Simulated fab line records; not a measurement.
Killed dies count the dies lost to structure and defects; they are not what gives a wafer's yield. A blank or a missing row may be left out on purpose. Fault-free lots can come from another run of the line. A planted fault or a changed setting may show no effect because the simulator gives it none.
Chamber matching -- flow nandHarc -- 4 sister chambers for NHARC_P_CONTACT_CMP_01 on cmp-02
The step polishes SiO2, target thk 200 nm. 20 wafers are shown with their chamber, then 10 later ones without.

== WAFERS WITH THEIR CHAMBER ==
wafer,chamber,motorCurrentA (A)
L074.1,0,12.8
L074.5,3,12.3
L074.6,2,11.4
L077.1,3,12.1
L077.3,2,11.7
L077.4,0,13.0
L078.1,2,11.7
L078.2,3,12.1
L078.5,3,12.2
L081.2,3,12.2
L081.4,1,11.3
L081.6,3,12.2
L080.2,3,12.5
L080.3,1,12.1
L080.5,2,12.2
L084.3,1,11.8
L084.4,0,12.9
L084.5,3,12.1
L087.2,3,12.3
L087.3,2,12.1

SIGNATURES (averages over the wafers above)
reading,chamber 0,chamber 1,chamber 2,chamber 3,scatter within a chamber
motorCurrentA,12.900,11.733,11.820,12.222,0.239
Rule: for a wafer and a chamber, the distance is found by dividing, reading by reading, the gap between the wafer's reading and the chamber's mean by the reading's scatter, squaring, summing and taking the root. The wafer belongs to the nearest chamber; if the next one is less than 2 further off, it can't be placed. The scatter is the square root of a quotient: the sum, over the shown wafers, of each reading's squared deviation from its chamber's mean, divided by wafers minus chambers.

== WAFERS MISSING THEIR CHAMBER ==
wafer,motorCurrentA (A)
L087.4,11.4
L092.1,13.5
L092.3,12.2
L092.6,11.7
L093.1,11.9
L093.2,11.9
L093.4,12.8
L094.1,12.7
L094.2,12.0
L094.6,13.0

== WHICH CHAMBER EACH WENT THROUGH ==
wafer,from the rows above,in truth
L087.4,can't be placed: 1 or 2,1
L092.1,0,0
L092.3,can't be placed: 3 or 2 or 1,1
L092.6,can't be placed: 1 or 2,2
L093.1,can't be placed: 2 or 1 or 3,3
L093.2,can't be placed: 2 or 1 or 3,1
L093.4,0,0
L094.1,can't be placed: 0 or 3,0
L094.2,can't be placed: 2 or 3 or 1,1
L094.6,0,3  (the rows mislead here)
Placed correctly: 2 of 10. Not placeable from these rows: 7 (in 7, the candidates include the true chamber). 1 placed wrongly.
